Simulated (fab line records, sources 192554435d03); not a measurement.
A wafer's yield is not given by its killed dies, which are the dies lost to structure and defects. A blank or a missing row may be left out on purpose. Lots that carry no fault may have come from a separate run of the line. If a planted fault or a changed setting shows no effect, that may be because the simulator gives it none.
Chamber matching / flow n5Finfet / N5_HKMG_FIN_STRIP_90 on rieDiel-01 has 4 sister chambers
The step strips SOC in N2/H2, time 20 s. 18 wafers are shown with their chamber, then 9 later ones without.

== EACH WAFER AND ITS CHAMBER ==
wafer=L080.2; chamber=3; showerheadPlenumPTorr (Torr)=3.45; throttleValvePct (%)=18.68; oesProductAu (a.u.)=0.97
wafer=L080.5; chamber=0; showerheadPlenumPTorr (Torr)=3.46; throttleValvePct (%)=19.56; oesProductAu (a.u.)=0.68
wafer=L080.6; chamber=3; showerheadPlenumPTorr (Torr)=3.45; throttleValvePct (%)=18.69; oesProductAu (a.u.)=0.96
wafer=L081.1; chamber=0; showerheadPlenumPTorr (Torr)=3.46; throttleValvePct (%)=19.57; oesProductAu (a.u.)=0.68
wafer=L081.2; chamber=3; showerheadPlenumPTorr (Torr)=3.44; throttleValvePct (%)=18.69; oesProductAu (a.u.)=0.95
wafer=L081.6; chamber=0; showerheadPlenumPTorr (Torr)=3.46; throttleValvePct (%)=19.58; oesProductAu (a.u.)=0.68
wafer=L085.3; chamber=3; showerheadPlenumPTorr (Torr)=3.44; throttleValvePct (%)=18.74; oesProductAu (a.u.)=0.91
wafer=L085.4; chamber=2; showerheadPlenumPTorr (Torr)=3.35; throttleValvePct (%)=18.99; oesProductAu (a.u.)=0.73
wafer=L085.5; chamber=1; showerheadPlenumPTorr (Torr)=3.30; throttleValvePct (%)=18.79; oesProductAu (a.u.)=0.94
wafer=L087.3; chamber=0; showerheadPlenumPTorr (Torr)=3.45; throttleValvePct (%)=19.17; oesProductAu (a.u.)=0.99
wafer=L087.5; chamber=2; showerheadPlenumPTorr (Torr)=3.35; throttleValvePct (%)=18.98; oesProductAu (a.u.)=0.73
wafer=L087.6; chamber=1; showerheadPlenumPTorr (Torr)=3.30; throttleValvePct (%)=18.79; oesProductAu (a.u.)=0.93
wafer=L088.1; chamber=2; showerheadPlenumPTorr (Torr)=3.35; throttleValvePct (%)=18.98; oesProductAu (a.u.)=0.73
wafer=L088.3; chamber=3; showerheadPlenumPTorr (Torr)=3.44; throttleValvePct (%)=18.73; oesProductAu (a.u.)=0.91
wafer=L088.4; chamber=0; showerheadPlenumPTorr (Torr)=3.45; throttleValvePct (%)=19.18; oesProductAu (a.u.)=0.98
wafer=L091.1; chamber=2; showerheadPlenumPTorr (Torr)=3.34; throttleValvePct (%)=19.02; oesProductAu (a.u.)=0.72
wafer=L091.5; chamber=1; showerheadPlenumPTorr (Torr)=3.29; throttleValvePct (%)=18.79; oesProductAu (a.u.)=0.91
wafer=L091.6; chamber=0; showerheadPlenumPTorr (Torr)=3.45; throttleValvePct (%)=19.19; oesProductAu (a.u.)=0.95

SIGNATURES (means of the wafers above)
reading=showerheadPlenumPTorr; chamber 0=3.4550; chamber 1=3.2967; chamber 2=3.3475; chamber 3=3.4440; scatter within a chamber=0.00542
reading=throttleValvePct; chamber 0=19.3750; chamber 1=18.7900; chamber 2=18.9925; chamber 3=18.7060; scatter within a chamber=0.129
reading=oesProductAu; chamber 0=0.8267; chamber 1=0.9267; chamber 2=0.7275; chamber 3=0.9400; scatter within a chamber=0.0977
Rule: distance of a wafer from a chamber = root of the sum over the readings of ((wafer's reading minus chamber's mean) / reading's scatter) squared. If the next closest chamber is less than 2 further off than the closest, the wafer can't be placed; otherwise it belongs to the closest. The scatter: take each reading less its chamber's mean, square it, sum over the shown wafers, divide by the number of wafers less the number of chambers, and take the root.

== WAFERS WITHOUT THEIR CHAMBER ==
wafer=L092.1; showerheadPlenumPTorr (Torr)=3.34; throttleValvePct (%)=19.01; oesProductAu (a.u.)=0.72
wafer=L092.2; showerheadPlenumPTorr (Torr)=3.43; throttleValvePct (%)=18.73; oesProductAu (a.u.)=0.91
wafer=L092.3; showerheadPlenumPTorr (Torr)=3.45; throttleValvePct (%)=19.18; oesProductAu (a.u.)=0.95
wafer=L094.2; showerheadPlenumPTorr (Torr)=3.45; throttleValvePct (%)=19.21; oesProductAu (a.u.)=0.93
wafer=L094.4; showerheadPlenumPTorr (Torr)=3.29; throttleValvePct (%)=18.81; oesProductAu (a.u.)=0.90
wafer=L094.6; showerheadPlenumPTorr (Torr)=3.43; throttleValvePct (%)=18.74; oesProductAu (a.u.)=0.90
wafer=L097.3; showerheadPlenumPTorr (Torr)=3.34; throttleValvePct (%)=19.02; oesProductAu (a.u.)=0.72
wafer=L097.4; showerheadPlenumPTorr (Torr)=3.43; throttleValvePct (%)=18.76; oesProductAu (a.u.)=0.87
wafer=L097.5; showerheadPlenumPTorr (Torr)=3.29; throttleValvePct (%)=18.84; oesProductAu (a.u.)=0.88

== WHICH CHAMBER EACH ONE RAN IN ==
wafer=L092.1; from the rows above=2; in truth=2
wafer=L092.2; from the rows above=3; in truth=3
wafer=L092.3; from the rows above=can't be placed: 0 or 3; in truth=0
wafer=L094.2; from the rows above=0; in truth=0
wafer=L094.4; from the rows above=1; in truth=1
wafer=L094.6; from the rows above=3; in truth=3
wafer=L097.3; from the rows above=2; in truth=2
wafer=L097.4; from the rows above=3; in truth=3
wafer=L097.5; from the rows above=1; in truth=1
8 of 9 placed correctly. Unplaceable from these rows: 1, with the true chamber sitting among the candidates in 1. Wrongly placed: 0.
